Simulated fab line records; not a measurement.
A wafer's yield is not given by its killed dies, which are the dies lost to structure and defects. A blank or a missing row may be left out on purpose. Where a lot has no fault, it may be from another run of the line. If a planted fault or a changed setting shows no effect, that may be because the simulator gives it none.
Lot-split experiment    flow n5_finfet    7 lots, 21 wafers read, on a route of 1938 steps

## THE SPLIT ITSELF
At N5_FIN_SAQP_COAT_50 (time 60 s, resist thk 35 nm), the setting spin_rpm was moved away from the recipe's 1500 rpm on 5 of the 21 wafers read, by -6.7% to +10.8%. For the rest of the wafers, this setting stayed at what the recipe calls for.

## BETWEEN THE SPLIT AND THE READING: the file shows 1 step in between
- N5_FIN_SAQP_ETCH_51: etches SiARC in CF4, target depth 45.5 nm, time 75.8 s (also split here: cf4_flow_sccm)

## THE READING
SiARC_of_FIN_SAQP_COAT_50.thk_nm (the simulator's own value, which no gauge read), in nm, at N5_FIN_SAQP_ETCH_52 (etches SOC in N2/H2, target depth 100 nm, overetch 20 nm, time 150 s). No usual value for it is given in the file. Average 28.99 nm, standard deviation 0.21 nm, over the 16 wafers here run with the recipe.

wafer   tool, chamber at the split  spin_rpm as run, rpm  against the recipe  SiARC_of_FIN_SAQP_COAT_50.thk_nm, nm  against lot-mates on the recipe
L080.2  litho_track-01, 0           1500                  recipe              28.91                                 -
L080.3  litho_track-01, 0           1559                  +3.9%               28.71                                 -0.25
L080.4  litho_track-01, 0           1500                  recipe              29.02                                 -
L085.3  litho_track-02, 0           1500                  recipe              28.73                                 -
L085.5  litho_track-02, 0           1500                  recipe              28.99                                 -
L085.6  litho_track-02, 0           1500                  recipe              28.97                                 -
L088.2  litho_track-02, 0           1399                  -6.7%               30.1                                  +1.63
L088.3  litho_track-02, 0           1500                  recipe              28.47                                 -
L088.5  litho_track-02, 0           1399                  -6.7%               29.73                                 +1.26
L089.3  litho_track-03, 0           1500                  recipe              29.09                                 -
L089.4  litho_track-03, 0           1415                  -5.7%               30.43                                 +1.38
L089.6  litho_track-03, 0           1500                  recipe              29.01                                 -
L090.1  litho_track-03, 0           1500                  recipe              29.17                                 -
L090.5  litho_track-03, 0           1500                  recipe              29.17                                 -
L090.4  litho_track-03, 0           1662                  +10.8%              27.73                                 -1.44
L091.2  litho_track-03, 0           1500                  recipe              28.88                                 -
L091.5  litho_track-03, 0           1500                  recipe              28.83                                 -
L091.6  litho_track-03, 0           1500                  recipe              29.08                                 -
L095.1  litho_track-03, 0           1500                  recipe              28.85                                 -
L095.2  litho_track-03, 0           1500                  recipe              29.35                                 -
L095.4  litho_track-03, 0           1500                  recipe              29.29                                 -

THE FIT
A straight line over all 21 wafers: SiARC_of_FIN_SAQP_COAT_50.thk_nm changes by -0.138 nm for each +1% of spin_rpm; r = -0.89; the points scatter about the line by 0.26 nm.
The same after taking each lot's own level away (the mean of its wafers on the recipe; 21 wafers): -0.17 nm for each +1%; r = -0.95; scatter 0.21 nm.
Per that fit: largest spin_rpm move, reading shift of 1.8 nm.
The lots' own levels span 28.470 to 29.170 nm, that is 3.3 times the standard deviation above.
So the lot-to-lot level changes the slope: the two fits differ.
Check: for one of the wafers moved furthest among these (+10.8%), held out of the fit, the line's prediction against its lot-mates is -2.1 nm. Against them it came out at -1.44 nm.

## THESE WAFERS: OTHER SPLITS
Before the reading, these wafers also passed through other splits. Each is held against what the fit with the lots' levels taken away leaves over:
other split on the same wafers         wafers away from the commonest value  r with SiARC_of_FIN_SAQP_COAT_50.thk_nm (lot level and that fit taken away)
N5_WELL_APT_EXPOSE_22 dose_mj          9                                     +0.15
N5_WELL_APT_DEVELOP_24 develop_time_s  8                                     +0.28
N5_FIN_SAQP_ETCH_51 cf4_flow_sccm      7                                     -0.26

## THE WHOLE CHAIN: every reading that the file lists as answering this split, in the file's order
step                 what it does                                                          reading                                                                              change (the file's fit)                r (the file's)
N5_FIN_SAQP_COAT_50  time 60 s, resist thk 35 nm                                           SiARC_of_FIN_SAQP_COAT_50.thk_nm (the simulator's own value, which no gauge read)    -0.175 nm for each +1% of the setting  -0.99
N5_FIN_SAQP_ETCH_51  etches SiARC in CF4, target depth 45.5 nm, time 75.8 s                etch.depth_nm (the simulator's own value, which no gauge read)                       -0.175 nm for each +1% of the setting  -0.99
N5_FIN_SAQP_ETCH_51  etches SiARC in CF4, target depth 45.5 nm, time 75.8 s                CAR-ArF_of_FIN_SAQP_COAT_10.thk_nm (the simulator's own value, which no gauge read)  +0.164 nm for each +1% of the setting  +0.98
N5_FIN_SAQP_ETCH_52  etches SOC in N2/H2, target depth 100 nm, overetch 20 nm, time 150 s  SiARC_of_FIN_SAQP_COAT_50.thk_nm (the simulator's own value, which no gauge read)    -0.163 nm for each +1% of the setting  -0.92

## THE FILE'S OWN FIT
SiARC_of_FIN_SAQP_COAT_50.thk_nm changes by -0.163 nm for each +1% of spin_rpm, r = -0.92.
